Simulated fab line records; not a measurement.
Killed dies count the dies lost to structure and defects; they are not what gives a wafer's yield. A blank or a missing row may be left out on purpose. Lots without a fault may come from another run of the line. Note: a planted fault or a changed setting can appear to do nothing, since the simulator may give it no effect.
fab line records || flow nand-harc
[record] {"lots": 5, "wafers": 15, "last-day": 24}
route steps=1159 shown P_GATE@185
lots with no fault: from the same line, run without faults
start-h: hours from the record's first day to the start of the lot's first wafer shown || wait-h: hours since the lot's step before || " unchanged from the row above || L1.1+2: a single row standing in for several wafers || - value missing, or start not given || * or withheld: withheld || < > ~ a bound
route shown NAME@n: a module of which the file shows steps, and the number in the route of the first || usual: average and standard deviation across the fault-free wafers || same: alike in all rows || chamber/n: place in a boat || sites: readings site by site || _std_site: the values' standard deviation || _edge_site: inner sites' mean taken away from outer sites' mean || radius-mm: how far each site lies from the wafer's centre || mask NAME#n: copy n || behind: the most recent tool/chamber to have shaped the wafer || hold: the reason the lot was held/the length of the hold in hours/how it ended || device: transistor that didn't switch, given as n, p or np || end of line: at the end of the route, the tests of the same wafers || a step with no rows: only its recipe || killed: count of dies lost to structure and defects at first sort (not the wafer's yield) || map: dies across one wafer; x = killed, . = not, _ = none there
set.NAME: the run value of the setting; set.NAME@STEP: its run value at that earlier step || model.NAME: the simulator's own value behind a step, which no gauge read
lots seen at some steps along the route; tables by step, rows by wafer
services: from which hour (start-h, from the record's first day; less than 0 if before it) a tool's chamber was out of use, for how many hours, and why
[[steps]]
[step NHARC_P_GATE_CD_MEAS_59]
[recipe] {"target-cd-nm": 720, "landing-energy-ev": 500}
[usual] {"cd-nm": "719.7/1.5"}
[same] {"landing-energy-ev": 500}
{"lot.wafer": "L506.4", "tool": "cd-sem-02", "chamber": 0, "start-h": 144.11, "wait-h": "-", "cd-nm": 720.7}
{"lot.wafer": "L506.5", "tool": "cd-sem-02", "chamber": 0, "start-h": 144.11, "wait-h": "-", "cd-nm": 722.8}
{"lot.wafer": "L506.6", "tool": "cd-sem-02", "chamber": 0, "start-h": 144.11, "wait-h": "-", "cd-nm": 723.5}
{"lot.wafer": "L507.1", "tool": "cd-sem-02", "chamber": 0, "start-h": 144.47, "wait-h": "-", "cd-nm": 720.0}
{"lot.wafer": "L507.2", "tool": "cd-sem-02", "chamber": 0, "start-h": 144.47, "wait-h": "-", "cd-nm": 718.5}
{"lot.wafer": "L507.5", "tool": "cd-sem-02", "chamber": 0, "start-h": 144.47, "wait-h": "-", "cd-nm": 721.7}
{"lot.wafer": "L509.1", "tool": "cd-sem-03", "chamber": 0, "start-h": 163.04, "wait-h": "-", "cd-nm": 720.4}
{"lot.wafer": "L509.3", "tool": "cd-sem-03", "chamber": 0, "start-h": 163.04, "wait-h": "-", "cd-nm": 723.1}
{"lot.wafer": "L509.6", "tool": "cd-sem-03", "chamber": 0, "start-h": 163.04, "wait-h": "-", "cd-nm": 720.9}
{"lot.wafer": "L521.1", "tool": "cd-sem-02", "chamber": 0, "start-h": 226.99, "wait-h": "-", "cd-nm": 722.4}
{"lot.wafer": "L521.3", "tool": "cd-sem-02", "chamber": 0, "start-h": 226.99, "wait-h": "-", "cd-nm": 719.7}
{"lot.wafer": "L521.5", "tool": "cd-sem-02", "chamber": 0, "start-h": 226.99, "wait-h": "-", "cd-nm": 720.1}
{"lot.wafer": "L522.1", "tool": "cd-sem-01", "chamber": 0, "start-h": 237.41, "wait-h": "-", "cd-nm": 717.2}
{"lot.wafer": "L522.4", "tool": "cd-sem-01", "chamber": 0, "start-h": 237.41, "wait-h": "-", "cd-nm": 717.8}
{"lot.wafer": "L522.6", "tool": "cd-sem-01", "chamber": 0, "start-h": 237.41, "wait-h": "-", "cd-nm": 718.9}
[step NHARC_P_GATE_HARDBAKE_60]
[recipe] {"temp-c": 125, "time-s": 80}
[step NHARC_P_GATE_DESCUM_61]
[recipe] {"time-s": 3, "o2-flow-sccm": 200, "ar-flow-sccm": 0, "bias-power-w": 0, "chemistry": "O2"}
[usual] {"drypump-motor-current-A": "5.7/0.39", "oes-product-au": "0.999/0.0077", "rf-vpp-V": "57.9/0.95", "showerhead-plenum-p-Torr": "1.95/0.074", "throttle-valve-pct": "11.312/0.0083"}
[same] {"time-s": 3}
{"lot.wafer": "L506.4", "tool": "rie-diel-04", "chamber": 1, "start-h": 144.30, "wait-h": "-", "drypump-motor-current-A": 5.0, "oes-product-au": 0.994, "rf-hours-counter-h": 9, "rf-vpp-V": 58.1, "showerhead-plenum-p-Torr": 1.91, "throttle-valve-pct": 11.297}
{"lot.wafer": "L506.6", "tool": "rie-diel-04", "chamber": 2, "start-h": 144.30, "wait-h": "-", "drypump-motor-current-A": 5.6, "oes-product-au": 0.999, "rf-hours-counter-h": "-", "rf-vpp-V": 57.9, "showerhead-plenum-p-Torr": 1.88, "throttle-valve-pct": 11.305}
{"lot.wafer": "L506.5", "tool": "rie-diel-04", "chamber": 3, "start-h": 144.30, "wait-h": "-", "drypump-motor-current-A": 6.1, "oes-product-au": 0.999, "rf-hours-counter-h": "-", "rf-vpp-V": 57.8, "showerhead-plenum-p-Torr": 1.95, "throttle-valve-pct": 11.315}
{"lot.wafer": "L507.2", "tool": "rie-diel-11", "chamber": 1, "start-h": 144.63, "wait-h": "-", "drypump-motor-current-A": 5.5, "oes-product-au": 1.007, "rf-hours-counter-h": 38, "rf-vpp-V": 56.9, "showerhead-plenum-p-Torr": 1.97, "throttle-valve-pct": 11.321}
{"lot.wafer": "L507.1", "tool": "rie-diel-11", "chamber": 2, "start-h": 144.63, "wait-h": "-", "drypump-motor-current-A": 6.1, "oes-product-au": 1.004, "rf-hours-counter-h": 34, "rf-vpp-V": 57.9, "showerhead-plenum-p-Torr": 2.07, "throttle-valve-pct": 11.306}
{"lot.wafer": "L507.5", "tool": "rie-diel-11", "chamber": 2, "start-h": 144.63, "wait-h": "-", "drypump-motor-current-A": 6.1, "oes-product-au": 1.003, "rf-hours-counter-h": "-", "rf-vpp-V": 59.3, "showerhead-plenum-p-Torr": 2.07, "throttle-valve-pct": 11.306}
{"lot.wafer": "L509.1", "tool": "rie-diel-03", "chamber": 2, "start-h": 163.20, "wait-h": "-", "drypump-motor-current-A": 5.4, "oes-product-au": 0.995, "rf-hours-counter-h": 22, "rf-vpp-V": 58.5, "showerhead-plenum-p-Torr": 1.99, "throttle-valve-pct": 11.307}
{"lot.wafer": "L509.3", "tool": "rie-diel-03", "chamber": 1, "start-h": 163.20, "wait-h": "-", "drypump-motor-current-A": 5.5, "oes-product-au": 0.990, "rf-hours-counter-h": 21, "rf-vpp-V": 59.2, "showerhead-plenum-p-Torr": 2.05, "throttle-valve-pct": 11.302}
{"lot.wafer": "L509.6", "tool": "rie-diel-03", "chamber": 2, "start-h": 163.20, "wait-h": "-", "drypump-motor-current-A": 5.4, "oes-product-au": 0.993, "rf-hours-counter-h": "-", "rf-vpp-V": 58.6, "showerhead-plenum-p-Torr": 1.99, "throttle-valve-pct": 11.316}
{"lot.wafer": "L521.3", "tool": "rie-diel-04", "chamber": 3, "start-h": 227.16, "wait-h": "-", "drypump-motor-current-A": 6.2, "oes-product-au": 1.008, "rf-hours-counter-h": 44, "rf-vpp-V": 58.0, "showerhead-plenum-p-Torr": 1.94, "throttle-valve-pct": 11.305}
{"lot.wafer": "L521.1", "tool": "rie-diel-04", "chamber": 1, "start-h": 227.16, "wait-h": "-", "drypump-motor-current-A": 5.0, "oes-product-au": 1.011, "rf-hours-counter-h": 43, "rf-vpp-V": 58.2, "showerhead-plenum-p-Torr": 1.90, "throttle-valve-pct": 11.304}
{"lot.wafer": "L521.5", "tool": "rie-diel-04", "chamber": 3, "start-h": 227.16, "wait-h": "-", "drypump-motor-current-A": 6.2, "oes-product-au": 1.003, "rf-hours-counter-h": "-", "rf-vpp-V": 57.9, "showerhead-plenum-p-Torr": 1.94, "throttle-valve-pct": 11.317}
{"lot.wafer": "L522.4", "tool": "rie-diel-11", "chamber": 2, "start-h": 237.61, "wait-h": "-", "drypump-motor-current-A": 6.1, "oes-product-au": 1.013, "rf-hours-counter-h": 13, "rf-vpp-V": 60.2, "showerhead-plenum-p-Torr": 2.05, "throttle-valve-pct": 11.302}
{"lot.wafer": "L522.1", "tool": "rie-diel-11", "chamber": 0, "start-h": 237.61, "wait-h": "-", "drypump-motor-current-A": 5.3, "oes-product-au": 1.005, "rf-hours-counter-h": 14, "rf-vpp-V": 56.8, "showerhead-plenum-p-Torr": 1.91, "throttle-valve-pct": 11.319}
{"lot.wafer": "L522.6", "tool": "rie-diel-11", "chamber": 1, "start-h": 237.61, "wait-h": "-", "drypump-motor-current-A": 5.6, "oes-product-au": 1.004, "rf-hours-counter-h": "-", "rf-vpp-V": 59.6, "showerhead-plenum-p-Torr": 1.96, "throttle-valve-pct": 11.303}
[step NHARC_P_GATE_IMPLANT_62]
[recipe] {"energy-kev": 20, "dose-cm2": 3e+15, "tilt-deg": 7}
[step NHARC_P_GATE_STRIP_112]
[recipe] {"power-w": 1500, "temp-c": 110, "time-s": 200, "chemistry": "N2/H2"}
[usual] {"drypump-motor-current-A": "6.1/0.33", "heater-power-w": "83.7/2.7"}
[same] {"time-s": 200}
{"lot.wafer": "L506.4", "tool": "plasma-asher-01", "chamber": 1, "start-h": 144.73, "wait-h": 0.2, "drypump-motor-current-A": 5.8, "heater-power-w": 83.7, "rf-hours-counter-h": "-"}
{"lot.wafer": "L506.6", "tool": "plasma-asher-01", "chamber": 1, "start-h": 144.73, "wait-h": 0.2, "drypump-motor-current-A": 5.9, "heater-power-w": 86.0, "rf-hours-counter-h": "-"}
{"lot.wafer": "L506.5", "tool": "plasma-asher-01", "chamber": 0, "start-h": 144.73, "wait-h": 0.2, "drypump-motor-current-A": 5.8, "heater-power-w": 85.7, "rf-hours-counter-h": "-"}
{"lot.wafer": "L507.2", "tool": "plasma-asher-01", "chamber": 1, "start-h": 145.00, "wait-h": 0.2, "drypump-motor-current-A": 5.9, "heater-power-w": 86.3, "rf-hours-counter-h": 12}
{"lot.wafer": "L507.1", "tool": "plasma-asher-01", "chamber": 0, "start-h": 145.00, "wait-h": 0.2, "drypump-motor-current-A": 5.8, "heater-power-w": 88.5, "rf-hours-counter-h": 12}
{"lot.wafer": "L507.5", "tool": "plasma-asher-01", "chamber": 1, "start-h": 145.00, "wait-h": 0.2, "drypump-motor-current-A": 5.9, "heater-power-w": 88.6, "rf-hours-counter-h": "-"}
{"lot.wafer": "L509.1", "tool": "plasma-asher-01", "chamber": 1, "start-h": 163.66, "wait-h": 0.3, "drypump-motor-current-A": 5.8, "heater-power-w": 85.6, "rf-hours-counter-h": 18}
{"lot.wafer": "L509.3", "tool": "plasma-asher-01", "chamber": 1, "start-h": 163.66, "wait-h": 0.3, "drypump-motor-current-A": 5.8, "heater-power-w": 86.0, "rf-hours-counter-h": "-"}
{"lot.wafer": "L509.6", "tool": "plasma-asher-01", "chamber": 1, "start-h": 163.66, "wait-h": 0.3, "drypump-motor-current-A": 5.9, "heater-power-w": 86.5, "rf-hours-counter-h": "-"}
{"lot.wafer": "L521.1", "tool": "plasma-asher-02", "chamber": 0, "start-h": 227.57, "wait-h": 0.2, "drypump-motor-current-A": 6.0, "heater-power-w": 81.0, "rf-hours-counter-h": 12}
{"lot.wafer": "L521.3", "tool": "plasma-asher-02", "chamber": 0, "start-h": 227.57, "wait-h": 0.2, "drypump-motor-current-A": 6.0, "heater-power-w": 80.8, "rf-hours-counter-h": "-"}
{"lot.wafer": "L521.5", "tool": "plasma-asher-02", "chamber": 0, "start-h": 227.57, "wait-h": 0.2, "drypump-motor-current-A": 6.0, "heater-power-w": 83.0, "rf-hours-counter-h": "-"}
{"lot.wafer": "L522.1", "tool": "plasma-asher-02", "chamber": 1, "start-h": 238.41, "wait-h": 0.6, "drypump-motor-current-A": 6.6, "heater-power-w": 81.3, "rf-hours-counter-h": 15}
{"lot.wafer": "L522.4", "tool": "plasma-asher-02", "chamber": 1, "start-h": 238.41, "wait-h": 0.6, "drypump-motor-current-A": 6.6, "heater-power-w": 78.8, "rf-hours-counter-h": "-"}
{"lot.wafer": "L522.6", "tool": "plasma-asher-02", "chamber": 1, "start-h": 238.41, "wait-h": 0.6, "drypump-motor-current-A": 6.6, "heater-power-w": 79.1, "rf-hours-counter-h": "-"}
[step NHARC_P_GATE_STRIP_76]
[recipe] {"power-w": 1500, "temp-c": 250, "chemistry": "O2"}
[usual] {"drypump-motor-current-A": "6.1/0.33", "heater-power-w": "312/11"}
{"lot.wafer": "L506.4", "tool": "plasma-asher-01", "chamber": 1, "start-h": 144.92, "wait-h": 0.2, "drypump-motor-current-A": 5.8, "heater-power-w": 324, "rf-hours-counter-h": "-"}
{"lot.wafer": "L506.6", "tool": "plasma-asher-01", "chamber": 1, "start-h": 144.92, "wait-h": 0.2, "drypump-motor-current-A": 5.9, "heater-power-w": 315, "rf-hours-counter-h": "-"}
{"lot.wafer": "L506.5", "tool": "plasma-asher-01", "chamber": 0, "start-h": 144.92, "wait-h": 0.2, "drypump-motor-current-A": 5.8, "heater-power-w": 323, "rf-hours-counter-h": "-"}
{"lot.wafer": "L507.2", "tool": "plasma-asher-01", "chamber": 1, "start-h": 145.27, "wait-h": 0.2, "drypump-motor-current-A": 5.8, "heater-power-w": 318, "rf-hours-counter-h": 12}
{"lot.wafer": "L507.1", "tool": "plasma-asher-01", "chamber": 0, "start-h": 145.27, "wait-h": 0.2, "drypump-motor-current-A": 5.8, "heater-power-w": 323, "rf-hours-counter-h": 12}
{"lot.wafer": "L507.5", "tool": "plasma-asher-01", "chamber": 1, "start-h": 145.27, "wait-h": 0.2, "drypump-motor-current-A": 5.8, "heater-power-w": 312, "rf-hours-counter-h": "-"}
{"lot.wafer": "L509.1", "tool": "plasma-asher-01", "chamber": 1, "start-h": 163.89, "wait-h": 0.2, "drypump-motor-current-A": 5.8, "heater-power-w": 313, "rf-hours-counter-h": 18}
{"lot.wafer": "L509.3", "tool": "plasma-asher-01", "chamber": 1, "start-h": 163.89, "wait-h": 0.2, "drypump-motor-current-A": 5.8, "heater-power-w": 324, "rf-hours-counter-h": "-"}
{"lot.wafer": "L509.6", "tool": "plasma-asher-01", "chamber": 1, "start-h": 163.89, "wait-h": 0.2, "drypump-motor-current-A": 5.8, "heater-power-w": 319, "rf-hours-counter-h": "-"}
{"lot.wafer": "L521.1", "tool": "plasma-asher-02", "chamber": 0, "start-h": 227.80, "wait-h": 0.2, "drypump-motor-current-A": 6.0, "heater-power-w": 299, "rf-hours-counter-h": 12}
{"lot.wafer": "L521.3", "tool": "plasma-asher-02", "chamber": 0, "start-h": 227.80, "wait-h": 0.2, "drypump-motor-current-A": 6.0, "heater-power-w": 301, "rf-hours-counter-h": "-"}
{"lot.wafer": "L521.5", "tool": "plasma-asher-02", "chamber": 0, "start-h": 227.80, "wait-h": 0.2, "drypump-motor-current-A": 5.9, "heater-power-w": 302, "rf-hours-counter-h": "-"}
{"lot.wafer": "L522.1", "tool": "plasma-asher-02", "chamber": 1, "start-h": 238.64, "wait-h": 0.2, "drypump-motor-current-A": 6.6, "heater-power-w": 308, "rf-hours-counter-h": 16}
{"lot.wafer": "L522.4", "tool": "plasma-asher-02", "chamber": 1, "start-h": 238.64, "wait-h": 0.2, "drypump-motor-current-A": 6.6, "heater-power-w": 303, "rf-hours-counter-h": "-"}
{"lot.wafer": "L522.6", "tool": "plasma-asher-02", "chamber": 1, "start-h": 238.64, "wait-h": 0.2, "drypump-motor-current-A": 6.6, "heater-power-w": 298, "rf-hours-counter-h": "-"}
[step NHARC_P_GATE_STRIP_63]
[recipe] {"time-s": 900, "temp-c": 130, "chemistry": "SPM"}
[step NHARC_P_GATE_DEHYDRATE_83]
[recipe] {"temp-c": 150, "time-s": 120}
[step NHARC_P_GATE_HMDS_84]
[recipe] {"time-s": 30}
[step NHARC_P_GATE_COAT_85]
[recipe] {"spin-rpm": 3000}
[step NHARC_P_GATE_SOFTBAKE_86]
[recipe] {"temp-c": 122, "time-s": 95}
[step NHARC_P_GATE_EBR_87]
[step NHARC_P_GATE_EXPOSE_88]
[recipe] {"na": 0.6, "target-cd-nm": 2000, "dose-mj": 11.87, "mask-id": "P_HVN"}
{"lot.wafer": "L506.4+5+6", "tool": "krf-scanner-03", "chamber": 0, "start-h": 145.68, "wait-h": "-", "mask": "P_HVN#0"}
{"lot.wafer": "L507.1+2+5", "tool": "krf-scanner-04", "chamber": 0, "start-h": 146.03, "wait-h": "-", "mask": "P_HVN#0"}
{"lot.wafer": "L509.1+3+6", "tool": "krf-scanner-03", "chamber": 0, "start-h": 164.64, "wait-h": "-", "mask": "P_HVN_R1#0"}
{"lot.wafer": "L521.1+3+5", "tool": "krf-scanner-04", "chamber": 0, "start-h": 228.55, "wait-h": "-", "mask": "P_HVN#0"}
{"lot.wafer": "L522.1+4+6", "tool": "krf-scanner-04", "chamber": 0, "start-h": 239.27, "wait-h": "-", "mask": "P_HVN#0"}
[step NHARC_P_GATE_PEB_89]
[recipe] {"peb-temp-c": 118, "peb-time-s": 85}
[step NHARC_P_GATE_DEVELOP_90]
[recipe] {"time-s": 70}
[step NHARC_P_GATE_CD_MEAS_91]
[recipe] {"target-cd-nm": 2000, "landing-energy-ev": 500}
[usual] {"cd-nm": "2000.1/1.3"}
[same] {"landing-energy-ev": 500}
{"lot.wafer": "L506.4", "tool": "cd-sem-02", "chamber": 0, "start-h": 145.83, "wait-h": "-", "cd-nm": 1999.2}
{"lot.wafer": "L506.5", "tool": "cd-sem-02", "chamber": 0, "start-h": 145.83, "wait-h": "-", "cd-nm": 1998.8}
{"lot.wafer": "L506.6", "tool": "cd-sem-02", "chamber": 0, "start-h": 145.83, "wait-h": "-", "cd-nm": 1998.1}
{"lot.wafer": "L507.1", "tool": "cd-sem-03", "chamber": 0, "start-h": 146.18, "wait-h": "-", "cd-nm": 1999.2}
{"lot.wafer": "L507.2", "tool": "cd-sem-03", "chamber": 0, "start-h": 146.18, "wait-h": "-", "cd-nm": 1997.3}
{"lot.wafer": "L507.5", "tool": "cd-sem-03", "chamber": 0, "start-h": 146.18, "wait-h": "-", "cd-nm": 1999.9}
{"lot.wafer": "L509.1", "tool": "cd-sem-01", "chamber": 0, "start-h": 164.80, "wait-h": "-", "cd-nm": 1981.2}
{"lot.wafer": "L509.3", "tool": "cd-sem-01", "chamber": 0, "start-h": 164.80, "wait-h": "-", "cd-nm": 1978.7}
{"lot.wafer": "L509.6", "tool": "cd-sem-01", "chamber": 0, "start-h": 164.80, "wait-h": "-", "cd-nm": 1981.7}
{"lot.wafer": "L521.1", "tool": "cd-sem-03", "chamber": 0, "start-h": 228.70, "wait-h": "-", "cd-nm": 2001.5}
{"lot.wafer": "L521.3", "tool": "cd-sem-03", "chamber": 0, "start-h": 228.70, "wait-h": "-", "cd-nm": 2002.5}
{"lot.wafer": "L521.5", "tool": "cd-sem-03", "chamber": 0, "start-h": 228.70, "wait-h": "-", "cd-nm": 2000.8}
{"lot.wafer": "L522.1", "tool": "cd-sem-03", "chamber": 0, "start-h": 239.43, "wait-h": "-", "cd-nm": 2000.5}
{"lot.wafer": "L522.4", "tool": "cd-sem-03", "chamber": 0, "start-h": 239.43, "wait-h": "-", "cd-nm": 2000.1}
{"lot.wafer": "L522.6", "tool": "cd-sem-03", "chamber": 0, "start-h": 239.43, "wait-h": "-", "cd-nm": 1999.5}
[step NHARC_P_GATE_HARDBAKE_92]
[recipe] {"temp-c": 125, "time-s": 80}
[step NHARC_P_GATE_DESCUM_93]
[recipe] {"time-s": 3, "o2-flow-sccm": 200, "ar-flow-sccm": 0, "bias-power-w": 0, "chemistry": "O2"}
[usual] {"drypump-motor-current-A": "5.7/0.37", "oes-product-au": "0.999/0.0077", "rf-vpp-V": "57.9/0.88", "showerhead-plenum-p-Torr": "1.96/0.072", "throttle-valve-pct": "11.312/0.0094"}
[same] {"time-s": 3}
{"lot.wafer": "L506.4", "tool": "rie-diel-04", "chamber": 3, "start-h": 146.01, "wait-h": "-", "drypump-motor-current-A": 6.2, "oes-product-au": 0.989, "rf-hours-counter-h": 9, "rf-vpp-V": 56.6, "showerhead-plenum-p-Torr": 1.95, "throttle-valve-pct": 11.315, "model.P_GATE.cd-nm": 1999}
{"lot.wafer": "L506.5", "tool": "rie-diel-04", "chamber": 0, "start-h": 146.01, "wait-h": "-", "drypump-motor-current-A": 5.9, "oes-product-au": 1.006, "rf-hours-counter-h": "-", "rf-vpp-V": 58.4, "showerhead-plenum-p-Torr": 1.98, "throttle-valve-pct": 11.313, "model.P_GATE.cd-nm": 1998}
{"lot.wafer": "L506.6", "tool": "rie-diel-04", "chamber": 1, "start-h": 146.01, "wait-h": "-", "drypump-motor-current-A": 5.0, "oes-product-au": 0.999, "rf-hours-counter-h": "-", "rf-vpp-V": 58.9, "showerhead-plenum-p-Torr": 1.91, "throttle-valve-pct": 11.319, "model.P_GATE.cd-nm": 1998}
{"lot.wafer": "L507.1", "tool": "rie-diel-03", "chamber": 0, "start-h": 146.37, "wait-h": "-", "drypump-motor-current-A": 5.4, "oes-product-au": 1.001, "rf-hours-counter-h": 18, "rf-vpp-V": 57.2, "showerhead-plenum-p-Torr": 1.81, "throttle-valve-pct": 11.318, "model.P_GATE.cd-nm": 1999}
{"lot.wafer": "L507.2", "tool": "rie-diel-03", "chamber": 1, "start-h": 146.37, "wait-h": "-", "drypump-motor-current-A": 5.5, "oes-product-au": 0.998, "rf-hours-counter-h": 18, "rf-vpp-V": 58.3, "showerhead-plenum-p-Torr": 2.05, "throttle-valve-pct": 11.327, "model.P_GATE.cd-nm": 1998}
{"lot.wafer": "L507.5", "tool": "rie-diel-03", "chamber": 2, "start-h": 146.37, "wait-h": "-", "drypump-motor-current-A": 5.4, "oes-product-au": 1.000, "rf-hours-counter-h": "-", "rf-vpp-V": 57.0, "showerhead-plenum-p-Torr": 2.00, "throttle-valve-pct": 11.322, "model.P_GATE.cd-nm": 2000}
{"lot.wafer": "L509.1", "tool": "rie-diel-11", "chamber": 3, "start-h": 164.97, "wait-h": "-", "drypump-motor-current-A": 5.9, "oes-product-au": 0.989, "rf-hours-counter-h": 48, "rf-vpp-V": 59.1, "showerhead-plenum-p-Torr": 1.98, "throttle-valve-pct": 11.311, "model.P_GATE.cd-nm": 1981}
{"lot.wafer": "L509.3", "tool": "rie-diel-11", "chamber": 0, "start-h": 164.97, "wait-h": "-", "drypump-motor-current-A": 5.3, "oes-product-au": 1.010, "rf-hours-counter-h": 47, "rf-vpp-V": 57.5, "showerhead-plenum-p-Torr": 1.92, "throttle-valve-pct": 11.321, "model.P_GATE.cd-nm": 1979}
{"lot.wafer": "L509.6", "tool": "rie-diel-11", "chamber": 3, "start-h": 164.97, "wait-h": "-", "drypump-motor-current-A": 5.9, "oes-product-au": 0.982, "rf-hours-counter-h": "-", "rf-vpp-V": 58.6, "showerhead-plenum-p-Torr": 1.98, "throttle-valve-pct": 11.313, "model.P_GATE.cd-nm": 1982}
{"lot.wafer": "L521.1", "tool": "rie-diel-11", "chamber": 2, "start-h": 228.86, "wait-h": "-", "drypump-motor-current-A": 6.0, "oes-product-au": 1.007, "rf-hours-counter-h": 8, "rf-vpp-V": 58.7, "showerhead-plenum-p-Torr": 2.06, "throttle-valve-pct": 11.313, "model.P_GATE.cd-nm": 2002}
{"lot.wafer": "L521.3", "tool": "rie-diel-11", "chamber": 0, "start-h": 228.86, "wait-h": "-", "drypump-motor-current-A": 5.3, "oes-product-au": 1.009, "rf-hours-counter-h": 9, "rf-vpp-V": 57.1, "showerhead-plenum-p-Torr": 1.91, "throttle-valve-pct": 11.322, "model.P_GATE.cd-nm": 2002}
{"lot.wafer": "L521.5", "tool": "rie-diel-11", "chamber": 2, "start-h": 228.86, "wait-h": "-", "drypump-motor-current-A": 6.0, "oes-product-au": 1.012, "rf-hours-counter-h": "-", "rf-vpp-V": 58.4, "showerhead-plenum-p-Torr": 2.06, "throttle-valve-pct": 11.324, "model.P_GATE.cd-nm": 2001}
{"lot.wafer": "L522.1", "tool": "rie-diel-03", "chamber": 2, "start-h": 239.62, "wait-h": "-", "drypump-motor-current-A": 5.4, "oes-product-au": 0.982, "rf-hours-counter-h": 2, "rf-vpp-V": 58.4, "showerhead-plenum-p-Torr": 1.99, "throttle-valve-pct": 11.317, "model.P_GATE.cd-nm": 2000}
{"lot.wafer": "L522.4", "tool": "rie-diel-03", "chamber": 3, "start-h": 239.62, "wait-h": "-", "drypump-motor-current-A": 6.4, "oes-product-au": 0.995, "rf-hours-counter-h": 2, "rf-vpp-V": 57.1, "showerhead-plenum-p-Torr": 1.99, "throttle-valve-pct": 11.316, "model.P_GATE.cd-nm": 2000}
{"lot.wafer": "L522.6", "tool": "rie-diel-03", "chamber": 1, "start-h": 239.62, "wait-h": "-", "drypump-motor-current-A": 5.5, "oes-product-au": 0.989, "rf-hours-counter-h": "-", "rf-vpp-V": 57.7, "showerhead-plenum-p-Torr": 2.05, "throttle-valve-pct": 11.306, "model.P_GATE.cd-nm": 2000}
[step NHARC_P_GATE_IMPLANT_94]
[recipe] {"energy-kev": 60, "dose-cm2": 2e+15, "tilt-deg": 7}
[[services]]
{"tool": "krf-scanner-04", "chamber": "-", "start-h": 126.00, "hours": 4.0, "kind": "pm"}
{"tool": "krf-scanner-04", "chamber": "-", "start-h": 135.31, "hours": 7.7, "kind": "repair"}
{"tool": "krf-scanner-03", "chamber": "-", "start-h": 136.32, "hours": 0.7, "kind": "repair"}
{"tool": "rie-diel-11", "chamber": 1, "start-h": 139.63, "hours": 2.1, "kind": "repair"}
{"tool": "rie-diel-11", "chamber": 0, "start-h": 144.49, "hours": "-", "kind": "clean"}
{"tool": "rie-diel-11", "chamber": 1, "start-h": 144.49, "hours": "-", "kind": "clean"}
{"tool": "rie-diel-11", "chamber": 2, "start-h": 144.49, "hours": "-", "kind": "clean"}
{"tool": "rie-diel-11", "chamber": 3, "start-h": 144.49, "hours": "-", "kind": "clean"}
{"tool": "krf-scanner-04", "chamber": "-", "start-h": 145.20, "hours": 0.4, "kind": "repair"}
{"tool": "rie-diel-03", "chamber": "-", "start-h": 166.74, "hours": 1.7, "kind": "repair"}
{"tool": "krf-scanner-03", "chamber": "-", "start-h": 168.00, "hours": 4.0, "kind": "pm"}
{"tool": "rie-diel-11", "chamber": 0, "start-h": 169.04, "hours": "-", "kind": "clean"}
{"tool": "rie-diel-11", "chamber": 1, "start-h": 169.04, "hours": "-", "kind": "clean"}
{"tool": "rie-diel-11", "chamber": 2, "start-h": 169.04, "hours": "-", "kind": "clean"}
{"tool": "rie-diel-11", "chamber": 3, "start-h": 169.04, "hours": "-", "kind": "clean"}
{"tool": "plasma-asher-02", "chamber": "-", "start-h": 183.25, "hours": 9.0, "kind": "pm"}
{"tool": "plasma-asher-02", "chamber": 0, "start-h": 183.25, "hours": 9.0, "kind": "vent-cycle"}
{"tool": "rie-diel-11", "chamber": "-", "start-h": 189.59, "hours": 9.0, "kind": "pm"}
{"tool": "rie-diel-04", "chamber": 2, "start-h": 196.01, "hours": 14.9, "kind": "repair"}
{"tool": "krf-scanner-04", "chamber": "-", "start-h": 203.14, "hours": 0.9, "kind": "repair"}
{"tool": "rie-diel-03", "chamber": "-", "start-h": 215.33, "hours": 9.0, "kind": "pm"}
{"tool": "krf-scanner-03", "chamber": "-", "start-h": 224.50, "hours": 0.4, "kind": "repair"}
{"tool": "rie-diel-04", "chamber": 1, "start-h": 229.80, "hours": 3.6, "kind": "repair"}
{"tool": "krf-scanner-04", "chamber": "-", "start-h": 230.90, "hours": 0.7, "kind": "repair"}
[[key]]
[first-sign] {"step": "NHARC_P_GATE_EXPOSE_88", "reading": "mask", "direction": "changed"}
[effect] {"step": "NHARC_P_GATE_CD_MEAS_91", "reading": "cd-nm", "direction": "down", "sigmas": 15, "usual": 2000.1, "struck": 1980.5}
[model-effect] {"step": "NHARC_P_GATE_DESCUM_93", "value": "P_GATE.cd-nm", "without": 2001, "struck": 1980}
met-at NHARC_P_GATE_EXPOSE_88
struck-wafers L509.1,L509.3,L509.6
tester-left-out L509
onset-between 145.68 164.64
[fault] {"kind": "wrong-mask", "tool": "any", "chamber": "-", "onset-h": 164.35, "steps": "NHARC_P_GATE_EXPOSE_88", "aux-copy": "P_HVN_R1#0", "cd-offset-nm": -20.591, "scope": "struck-lots-only"}
// tester-left-out: of these lots the tester's yield and bins aren't shown, on N5 and GAA mostly nor the transistor test; their killed dies are dies lost to structure and defects alone, not to doping, threshold or leakage, so they don't give the yield
